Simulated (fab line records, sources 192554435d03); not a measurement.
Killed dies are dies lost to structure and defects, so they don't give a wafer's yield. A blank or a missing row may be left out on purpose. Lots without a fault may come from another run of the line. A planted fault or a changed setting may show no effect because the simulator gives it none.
fab line records | flow n5_finfet | part 2 of 2: steps 21 to 29 of 29
record lots=5 wafers=15 last_day=17
route steps=1938 shown BEOL_M12@1656 BEOL_M13@1659
lots that met no fault: from a run of the same line without faults
start_h: hours from the record's first day to the start of the lot's first wafer shown | wait_h: hours since the lot's step before | " the same as in the row above | L1.1+2: a row that stands for several wafers | - no value, or no start given | * or withheld: withheld | < > ~ a bound
route shown NAME@n: a module of which the file shows steps, and the number in the route of the first | usual: mean/standard deviation of fault-free wafers | same: alike in all rows | chamber/n: place in a boat | sites: the reading at each site | _std_site: their standard deviation | _edge_site: outer sites' mean less inner sites' | radius_mm: how far each site lies from the wafer's centre | mask NAME#n: copy n | behind: the tool/chamber that last shaped the wafer | hold: why the lot was held/for how many hours/how that ended | device: the transistor (n, p or np) that didn't switch | end of line: the same wafers' tests at the end of the route | a step without rows: its recipe alone | killed: dies lost to structure and defects at the first sort, not the wafer's yield | map: a wafer's dies, x killed, . not, _ none there
set.NAME: the setting as run; set.NAME@STEP: as run at that earlier step | model.NAME: the simulator's own value behind a step, which no gauge read
lots at some steps of the route; a table a step, a row a wafer
services: from which hour (start_h, from the record's first day; less than 0 if before it) a tool's chamber was out of use, for how many hours, and why
## steps
# step N5_BEOL_M13_STRIP_64
# recipe chemistry=N2/H2 power_w=1000 temp_c=250 h2_frac=0.65 overash_fraction=0.3 pressure_mtorr=withheld n2_flow_sccm=1750 h2_flow_sccm=3250
# usual drypump_motor_current_A=5.8/0.52 heater_power_w=358/44 oes_product_au=0.714/0.0044 strip_time_to_endpoint_s=31.33/0.079
# columns lot.wafer tool chamber start_h wait_h drypump_motor_current_A heater_power_w oes_product_au rf_hours_counter_h strip_time_to_endpoint_s
L076.2 plasma_asher-01 0 252.06 0.0 6.3 431 0.711 73 31.48
L076.3 " 0 " " 6.3 424 0.707 - 31.50
L076.6 " 1 " " 6.0 329 0.713 - 31.46
L081.2 plasma_asher-01 1 291.96 0.0 6.0 320 0.716 81 31.28
L081.4 " 1 " " 6.0 320 0.714 - 31.23
L081.5 " 1 " " 6.0 328 0.719 - 31.33
L080.1 plasma_asher-01 0 292.40 0.0 6.3 427 0.722 81 31.33
L080.4 " 1 " " 6.0 328 0.713 - 31.38
L080.6 " 1 " " 6.0 326 0.711 - 31.28
L088.1 plasma_asher-01 0 327.66 0.0 6.2 418 0.712 89 31.34
L088.2 " 1 " " 6.0 321 0.710 89 31.33
L088.4 " 1 " " 6.0 318 0.709 - 31.27
L093.2 plasma_asher-01 0 372.66 0.0 6.3 413 0.717 97 31.28
L093.4 " 0 " " 6.3 426 0.716 - 31.36
L093.6 " 1 " " 6.0 322 0.712 - 31.39
# step N5_BEOL_M13_STRIP_71
# recipe chemistry=post_etch_residue_remover time_s=60 temp_c=25 remover_ph=withheld remover_water_wt_pct=withheld remover_fluoride_wt_pct=withheld
# columns lot.wafer tool chamber start_h wait_h
L076.2+3+6 wet_bench-02 6,7,0 252.15 0.1
L081.2+4+5 wet_bench-02 6,4,1 292.04 0.1
L080.1+4+6 wet_bench-05 1,2,4 292.49 0.1
L088.1+2+4 wet_bench-03 6,0,4 327.74 0.1
L093.2+4+6 wet_bench-02 7,5,3 372.74 0.1
# step N5_BEOL_M13_SRD_72
# recipe time_s=30 temp_c=23 rinse_liquid=diw dry=n2_spin spin_rpm=1500 dry_time_s=30
# usual do_supply_ppb=10.01/0.11
# columns lot.wafer tool chamber start_h wait_h do_supply_ppb
L076.2 wet_bench-02 6 252.17 0.0 10.05
L076.3 " 7 " " 10.15
L076.6 " 0 " " 10.13
L081.2 wet_bench-02 6 292.06 0.0 10.03
L081.4 " 4 " " 9.97
L081.5 " 1 " " 9.98
L080.1 wet_bench-05 1 292.51 0.0 10.02
L080.4 " 2 " " 10.10
L080.6 " 4 " " 9.89
L088.1 wet_bench-03 6 327.76 0.0 9.93
L088.2 " 0 " " 10.01
L088.4 " 4 " " 10.04
L093.2 wet_bench-02 7 372.78 0.0 10.10
L093.4 " 5 " " 10.02
L093.6 " 3 " " 9.93
# step N5_BEOL_M13_CD_MEAS_17
# recipe target_cd_nm=190 polarity=opening
# usual cd_nm=190.1/2.3
# columns lot.wafer tool chamber start_h wait_h cd_nm
L076.2 cd_sem-02 - 252.21 0.0 194.2
L076.3 " - " " 192.3
L076.6 " - " " 191.4
L081.2 cd_sem-03 - 292.10 0.0 190.5
L081.4 " - " " 192.9
L081.5 " - " " 188.8
L080.1 cd_sem-03 - 292.55 0.0 193.5
L080.4 " - " " 193.5
L080.6 " - " " 193.5
L088.1 cd_sem-02 - 327.80 0.0 187.3
L088.2 " - " " 188.2
L088.4 " - " " 190.7
L093.2 cd_sem-03 - 372.84 0.0 187.0
L093.4 " - " " 185.4
L093.6 " - " " 188.5
# step N5_BEOL_M13_COAT_65
# recipe resist=SOC temp_c=250 time_s=60 spin_rpm=1500 resist_thk_nm=350
# usual exhaust_pa=45.1/0.78 plate_temp_C=249.98/0.19
# columns lot.wafer tool chamber start_h wait_h exhaust_pa plate_temp_C
L076.2 litho_track-05 0 252.25 0.0 45.8 250.06
L076.3 " 0 " " 45.1 250.11
L076.6 " 0 " " 44.3 250.23
L081.2 litho_track-01 0 292.14 0.0 45.5 249.97
L081.4 " 0 " " 45.7 250.09
L081.5 " 0 " " 43.9 249.98
L080.1 litho_track-04 0 292.59 0.0 44.3 249.89
L080.4 " 0 " " 43.7 249.97
L080.6 " 0 " " 44.8 249.89
L088.1 litho_track-01 0 327.84 0.0 45.7 249.97
L088.2 " 0 " " 45.9 249.85
L088.4 " 0 " " 46.0 249.76
L093.2 litho_track-01 0 372.88 0.0 45.0 250.09
L093.4 " 0 " " 45.6 250.02
L093.6 " 0 " " 45.7 249.86
# step N5_BEOL_M13_COAT_66
# recipe resist=SiARC temp_c=220 time_s=60 spin_rpm=1500 resist_thk_nm=110
# usual exhaust_pa=45.1/0.93 plate_temp_C=220.04/0.17
# columns lot.wafer tool chamber start_h wait_h exhaust_pa plate_temp_C
L076.2 litho_track-05 0 - - 45.2 220.03
L076.3 " 0 " " 46.4 220.24
L076.6 " 0 " " 45.3 220.16
L081.2 litho_track-01 0 - - 44.1 220.03
L081.4 " 0 " " 44.4 219.82
L081.5 " 0 " " 43.8 220.00
L080.1 litho_track-04 0 - - 44.4 220.26
L080.4 " 0 " " 44.7 220.27
L080.6 " 0 " " 45.7 220.05
L088.1 litho_track-01 0 - - 44.5 220.14
L088.2 " 0 " " 44.9 219.96
L088.4 " 0 " " 46.5 220.06
L093.2 litho_track-01 0 - - 45.2 220.21
L093.4 " 0 " " 44.9 219.98
L093.6 " 0 " " 43.2 220.21
# step N5_BEOL_M13_COAT_22
# recipe spin_rpm=2888 resist_thk_nm=300
# usual exhaust_pa=45.0/0.84
# columns lot.wafer tool chamber start_h wait_h exhaust_pa
L076.2 litho_track-05 0 - - 46.1
L076.3 " 0 " " 44.9
L076.6 " 0 " " 45.1
L081.2 litho_track-01 0 - - 44.6
L081.4 " 0 " " 44.1
L081.5 " 0 " " 45.1
L080.1 litho_track-04 0 - - 46.1
L080.4 " 0 " " 45.1
L080.6 " 0 " " 46.4
L088.1 litho_track-01 0 - - 44.9
L088.2 " 0 " " 46.5
L088.4 " 0 " " 43.3
L093.2 litho_track-01 0 - - 45.1
L093.4 " 0 " " 45.0
L093.6 " 0 " " 45.2
# step N5_BEOL_M13_EBR_24
# recipe solvent=PGMEA ebr_width_mm=1.5
# usual exhaust_pa=45.1/0.95
# columns lot.wafer tool chamber start_h wait_h exhaust_pa
L076.2 litho_track-05 0 - - 45.0
L076.3 " 0 " " 45.8
L076.6 " 0 " " 45.8
L081.2 litho_track-01 0 - - 45.9
L081.4 " 0 " " 43.7
L081.5 " 0 " " 45.0
L080.1 litho_track-04 0 - - 46.4
L080.4 " 0 " " 46.2
L080.6 " 0 " " 45.1
L088.1 litho_track-01 0 - - 44.0
L088.2 " 0 " " 45.5
L088.4 " 0 " " 45.8
L093.2 litho_track-01 0 - - 44.4
L093.4 " 0 " " 45.2
L093.6 " 0 " " 44.3
# step N5_BEOL_M13_SOFTBAKE_23
# recipe temp_c=130 time_s=60
# usual exhaust_pa=45.0/0.98 plate_temp_C=130.00/0.16
# columns lot.wafer tool chamber start_h wait_h exhaust_pa plate_temp_C
L076.2 litho_track-05 0 - - 45.8 129.89
L076.3 " 0 " " 47.1 130.14
L076.6 " 0 " " 44.9 130.02
L081.2 litho_track-01 0 - - 44.9 129.68
L081.4 " 0 " " 43.6 130.00
L081.5 " 0 " " 44.8 129.96
L080.1 litho_track-04 0 - - 44.6 129.91
L080.4 " 0 " " 44.0 130.11
L080.6 " 0 " " 44.5 130.21
L088.1 litho_track-01 0 - - 46.8 129.93
L088.2 " 0 " " 45.3 129.89
L088.4 " 0 " " 44.4 130.18
L093.2 litho_track-01 0 - - 44.3 130.03
L093.4 " 0 " " 44.4 130.06
L093.6 " 0 " " 44.7 130.13
## services
# columns tool chamber start_h hours kind
rie_diel-06 2 227.03 16.7 repair
pecvd-01 2 232.52 6.1 repair
krf_scanner-01 - 234.47 1.3 pm
krf_scanner-02 - 235.80 0.8 pm
krf_scanner-02 - 238.43 6.0 pm
krf_scanner-02 - 254.91 1.3 pm
pecvd-01 - 261.97 1.2 repair
krf_scanner-01 - 263.26 0.8 pm
krf_scanner-02 - 263.46 1.1 repair
wet_bench-02 - 266.45 4.4 pm
pecvd-04 1 274.60 19.2 repair
krf_scanner-01 - 281.18 1.0 pm
rie_diel-06 0 287.29 12.3 repair
krf_scanner-01 - 289.88 4.0 pm
wet_bench-03 - 291.96 0.5 repair
rie_diel-05 2 295.07 17.0 repair
krf_scanner-02 - 304.68 12.1 repair
pecvd-04 - 312.91 0.8 repair
rie_diel-05 2 316.07 4.0 repair
wet_bench-05 - 316.29 1.6 repair
pecvd-03 1 341.80 5.4 repair
krf_scanner-02 - 342.81 0.6 repair
krf_scanner-02 - 361.06 1.0 pm
rie_diel-05 1 370.48 4.3 repair
